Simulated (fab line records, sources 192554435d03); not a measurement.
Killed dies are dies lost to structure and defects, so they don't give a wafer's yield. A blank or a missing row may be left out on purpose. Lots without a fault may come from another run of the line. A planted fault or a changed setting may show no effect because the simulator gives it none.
Split-lot experiment | flow n5_finfet | 7 lots, 21 wafers read, on a route of 1938 steps

THE SPLIT
At N5_BEOL_M0_SAQP_DESCUM_19 (chemistry O2, time 7.9 s), the setting time_s was moved away from the recipe's 7.9 s on 7 of the 21 wafers read, by -18.0% to +18.4%. The other wafers ran this setting at the recipe's value.

The file shows no step between the split and the reading.

THE READING
CAR-ArF_of_BEOL_M0_SAQP_COAT_08.thk_nm (the simulator's own value, which no gauge read), in nm, at N5_BEOL_M0_SAQP_ETCH_83 (etches SiARC in CF4, target depth 39 nm, time 65 s). The file gives no usual value for it. The 14 wafers here that ran the recipe average 55.6 nm, standard deviation 0.17 nm.

wafer  | tool, chamber at the split | time_s as run, s | against the recipe | CAR-ArF_of_BEOL_M0_SAQP_COAT_08.thk_nm, nm | against lot-mates on the recipe
L078.1 | rie_diel-01, 1,2           | 9.357            | +18.4%             | 55                                         | -0.8
L078.4 | rie_diel-01, 1,2           | 9.357            | +18.4%             | 55                                         | -0.8
L078.3 | rie_diel-01, 2             | 7.9              | recipe             | 55.8                                       | -
L081.3 | rie_diel-01, 3,1           | 7.9              | recipe             | 55.6                                       | -
L081.6 | rie_diel-01, 3             | 7.9              | recipe             | 55.6                                       | -
L081.4 | rie_diel-01, 3,1           | 7.9              | recipe             | 55.4                                       | -
L083.2 | rie_diel-02, 0,2           | 7.9              | recipe             | 55.4                                       | -
L083.4 | rie_diel-02, 1             | 7.9              | recipe             | 55.4                                       | -
L083.3 | rie_diel-02, 0,2           | 7.9              | recipe             | 55.6                                       | -
L084.1 | rie_diel-06, 3             | 6.734            | -14.8%             | 56                                         | +0.4
L084.4 | rie_diel-06, 1             | 6.734            | -14.8%             | 56.2                                       | +0.6
L084.5 | rie_diel-06, 0             | 7.9              | recipe             | 55.6                                       | -
L085.2 | rie_diel-01, 2             | 7.9              | recipe             | 55.6                                       | -
L085.4 | rie_diel-01, 1,3           | 6.481            | -18.0%             | 56.8                                       | +1.2
L085.5 | rie_diel-01, 1,3           | 6.481            | -18.0%             | 56.6                                       | +1.0
L095.1 | rie_diel-01, 0             | 7.9              | recipe             | 55.4                                       | -
L095.6 | rie_diel-01, 0             | 7.9              | recipe             | 55.4                                       | -
L095.4 | rie_diel-01, 1             | 6.929            | -12.3%             | 56.2                                       | +0.8
L097.1 | rie_diel-02, 3,1           | 7.9              | recipe             | 55.6                                       | -
L097.2 | rie_diel-02, 3,1           | 7.9              | recipe             | 55.6                                       | -
L097.4 | rie_diel-02, 2             | 7.9              | recipe             | 56                                         | -
Where a row lists several chambers, the file gives one row for several wafers and doesn't say which wafer went through which chamber.

THE FIT
A straight line over all 21 wafers: CAR-ArF_of_BEOL_M0_SAQP_COAT_08.thk_nm changes by -0.0434 nm for each +1% of time_s; r = -0.91; the points scatter about the line by 0.2 nm.
The same after taking each lot's own level away (the mean of its wafers on the recipe; 21 wafers): -0.0485 nm for each +1%; r = -0.95; scatter 0.15 nm.
On that fit, the largest move of time_s shifts the reading by 0.9 nm.
The lots' own levels span 55.40 to 55.80 nm, that is 2.4 times the standard deviation above.
So the lot-to-lot level changes the slope: the two fits differ.
Check: with one of the wafers moved furthest among these (+18.4%) left out of the fit, the line predicts -0.904 nm for it against its lot-mates. It came out at -0.8 nm against them.

OTHER SPLITS ON THESE WAFERS
These wafers also went through other splits before the reading. Each is held against what the fit with the lots' levels taken away leaves over:
other split on the same wafers        | wafers away from the commonest value | r with CAR-ArF_of_BEOL_M0_SAQP_COAT_08.thk_nm (lot level and that fit taken away)
N5_SDB_ETCH_17 bias_w                 | 7                                    | +0.04
N5_HKMG_FIN_ETCH_55 time_s            | 11                                   | +0.26
N5_GATE_CUT_ETCH_58 bias_w            | 6                                    | +0.17
N5_MOL_CONTACT_COAG_ALD_27 ald_cycles | 7                                    | +0.03
N5_MOL_CONTACT_COAG_ETCH_91 time_s    | 9                                    | +0.25

THE WHOLE CHAIN: every reading that the file lists as answering this split, in the file's order
step                      | what it does                                       | reading                                                                                 | change (the file's fit)                | r (the file's)
N5_BEOL_M0_SAQP_DESCUM_19 | chemistry O2, time 7.9 s                           | CAR-ArF_of_BEOL_M0_SAQP_COAT_08.thk_nm (the simulator's own value, which no gauge read) | -0.0546 nm for each +1% of the setting | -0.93
N5_BEOL_M0_SAQP_ETCH_83   | etches SiARC in CF4, target depth 39 nm, time 65 s | CAR-ArF_of_BEOL_M0_SAQP_COAT_08.thk_nm (the simulator's own value, which no gauge read) | -0.0501 nm for each +1% of the setting | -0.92

THE FILE'S OWN FIT
CAR-ArF_of_BEOL_M0_SAQP_COAT_08.thk_nm changes by -0.0501 nm for each +1% of time_s, r = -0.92.
